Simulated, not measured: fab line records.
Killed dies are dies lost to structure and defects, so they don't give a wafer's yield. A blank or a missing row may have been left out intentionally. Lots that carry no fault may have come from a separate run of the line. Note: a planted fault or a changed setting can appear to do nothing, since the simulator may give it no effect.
Comparing a struck lot with a sound one + flow n5Finfet + 16 steps out of a route of 1938
Sound: wafers L448.2, L448.4, L448.6. Wafers struck: L457.1, L457.2. The cause is given at the end.
At each step with rows: each side's tool, then ch and its chambers, then its first start. Under that, the readings that differ: sound wafers + struck wafers + difference of the means + sigmas: that difference in standard deviations of wafers without a fault.
alike: readings with means less than 2 such deviations apart, plus words and numbers identical on both sides. not compared: withheld readings, readings lacking a value on some wafer, bounds such as >300 that could conceal the same value, and numbers that have no deviation in the record and whose values overlap.
The two part at a step that has a row with sigmas, a row that says differs or no value, or rows on one side only. When numbers do not overlap yet have no deviation, they are printed without sigmas and do not part them. Lack of a reading on every wafer of one side parts them only where that side has two or more wafers.

N5_BEOL_M2_SPUTTER_92: material Cu, target thk 4.5 nm, time 8.29 s.
  sound: pvdSputter-02 at day 7 19:18; struck: pvdSputter-01 at day 10 13:56
  alike: chamberPressurePa, susceptorTempC, throttleValvePct
then, 2 steps without rows for these wafers: N5_BEOL_M2_ANNEAL_93 (time 240 s); N5_BEOL_M2_SPUTTER_94 (material Cu, target thk 4.5 nm, time 8.29 s).
N5_BEOL_M2_ANNEAL_95: time 240 s.
  sound: pvdSputter-02 at day 7 19:36; struck: pvdSputter-01 at day 10 14:14
| reading            | sound                | struck        | difference | sigmas |
|--------------------|----------------------|---------------|------------|--------|
| susceptorTempC (C) | 399.86 399.49 399.55 | 400.18 400.04 | +0.48      | +2     |
  alike: heaterPowerW, susceptor_temp_C_max
then, 2 steps without rows for these wafers: N5_BEOL_M2_SPUTTER_96 (material Cu, target thk 4.5 nm, time 8.29 s); N5_BEOL_M2_ECD_50 (material Cu, target thk 300 nm).
N5_BEOL_M2_ANNEAL_51: time 90 s.
  sound on rtpAnneal-02 ch 0, day 7 19:59; struck on rtpAnneal-01 ch 0, day 10 14:44
  alike: wafer_temp_C_max
N5_BEOL_M2_CMP_52: polishes, stops on SiOC, t overpolish 6.8 s, target thk 40 nm.
  sound on cmp-04 ch 2,3, day 7 20:14; struck on cmp-01 ch 2,3, day 10 15:02
  alike: barrierFieldEndpointS, motorCurrentA, overpolishRunS, timeToEndpointS
N5_BEOL_M2_THK_MEAS_53: measures by xrf.
  sound: filmMetro-02 at day 7 20:31; struck: filmMetro-01 at day 10 15:20
  alike: M2_THK
N5_BEOL_M2_PRE_CLEAN_60: time 15 s.
  sound on cvdCo-01 ch 0,1, day 7 20:34; struck on cvdCo-01 ch 0,2, day 10 15:29
  alike: heaterPowerW, rfFwdPowerW
  not compared: sinceWetCleanH, susceptorTempC
then, 2 steps without rows for these wafers: N5_BEOL_M2_CO_CAP_55 (material Co, precursor CCTBA/H2, target thk 2 nm, time 102.1 s); N5_BEOL_M2_PRE_CLEAN_56 (time 15 s).
N5_BEOL_M2_DEP_57: deposits SiCN from 3MS/NH3, target thk 8 nm, time 14 s.
  sound on pecvd-01 ch 1,2, day 7 20:43; struck on pecvd-02 ch 1,2, day 10 15:40
| reading                                 | sound             | struck  | difference                    | sigmas |
|-----------------------------------------|-------------------|---------|-------------------------------|--------|
| rfFwdPowerW (W)                         | 200.2 199.8 199.2 | - -     | no value on the struck wafers |        |
| model.SiCN_of_BEOL_M2_DEP_57.thkNm (nm) | 8.2 8.2 8.4       | 7.4 7.2 | -1.0                          |        |
  alike: showerheadPlenumPTorr, throttleValvePct
  not compared: sinceWetCleanH
N5_BEOL_M2_RS_MEAS_58: the measuring method here is four-point-probe.
  sound: filmMetro-01 at day 7 20:48; struck: filmMetro-02 at day 10 15:45
  alike: M2_RS
N5_BEOL_M4_RC_MEAS_101:
  sound on prober-02 ch 0, day 9 20:02; struck on prober-01 ch 0, day 11 22:24
  alike: DIBL_N, DIBL_P, IOFF_N, IOFF_P, ION_N, ION_P, SS_N, SS_P, VT_N, VT_P
-- a jump in the record: the struck wafers' starts before and after are 4 days apart (it breaks off in module BEOL_M4 and resumes in module PASSIVATION, where the first step shown is number 1936 of the route) --
N5_PASSIVATION_PROBE_49:
  sound: prober-02 at day 14 06:58; struck: prober-02 at day 16 00:48
| reading          | sound | struck | difference | sigmas |
|------------------|-------|--------|------------|--------|
| killedAtContacts | 1 4 5 | 17 19  | +15        | +2     |
  alike: defectLimitedYield, killed_at_M0_to_M3, killed_at_M4_up, killedAtFrontEnd, killedAtOther, killedDies, killedOpen, killedShort, sort_bin_4_leakage, sort_bin_5_function, sort_bin_6_memory, sortNPass, sortYieldPct

## WHERE THEY PART
Earliest at N5_BEOL_M2_ANNEAL_95; latest, in this record, at N5_PASSIVATION_PROBE_49.

WHY: what had been put in by the simulator
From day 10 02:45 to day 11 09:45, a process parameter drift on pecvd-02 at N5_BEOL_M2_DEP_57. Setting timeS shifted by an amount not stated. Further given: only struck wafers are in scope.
